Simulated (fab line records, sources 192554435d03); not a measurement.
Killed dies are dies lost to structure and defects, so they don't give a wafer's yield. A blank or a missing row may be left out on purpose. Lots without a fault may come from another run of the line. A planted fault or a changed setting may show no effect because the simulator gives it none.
Chamber matching | flow n5_finfet | N5_MOL_CONTACT_COAG_CO_FILL_22 on cvd_co-02: 3 sister chambers
The step material Co, precursor CCTBA/H2, target thk 20 nm. 3 wafers are shown with their chamber, then 10 later ones without.

WAFERS WITH THEIR CHAMBER
wafer  | chamber | heater_power_w (W)
L093.5 | 2       | 270
L094.2 | 1       | 296
L094.3 | 0       | 238

WAFERS WITHOUT THEIR CHAMBER
wafer  | heater_power_w (W)
L094.4 | 269
L095.2 | 238
L095.3 | 270
L095.5 | 267
L096.2 | 239
L096.3 | 277
L096.4 | 265
L097.1 | 266
L097.2 | 233
L097.4 | 275

WHICH CHAMBER EACH WENT THROUGH
wafer  | from the rows above | in truth
L094.4 | 2                   | 2
L095.2 | 0                   | 0
L095.3 | 2                   | 2
L095.5 | 2                   | 2
L096.2 | 0                   | 0
L096.3 | 2                   | 2
L096.4 | 2                   | 2
L097.1 | 2                   | 2
L097.2 | 0                   | 0
L097.4 | 2                   | 2
Placed correctly: 10 of 10. Can't be placed from these rows: 0. Placed wrongly: 0.
How it was worked out, from the rows above alone: a wafer's distance from a chamber is the root of the sum, over the readings, of the square of ((its reading less the chamber's mean) divided by the reading's scatter). The wafer belongs to the nearest chamber; if the next one is less than 2 further off, it can't be placed. A chamber's mean is the mean of its shown wafers. The scatter: with one shown wafer a chamber, the root of the mean of the squares of how far each hidden wafer lies from its nearest shown one.
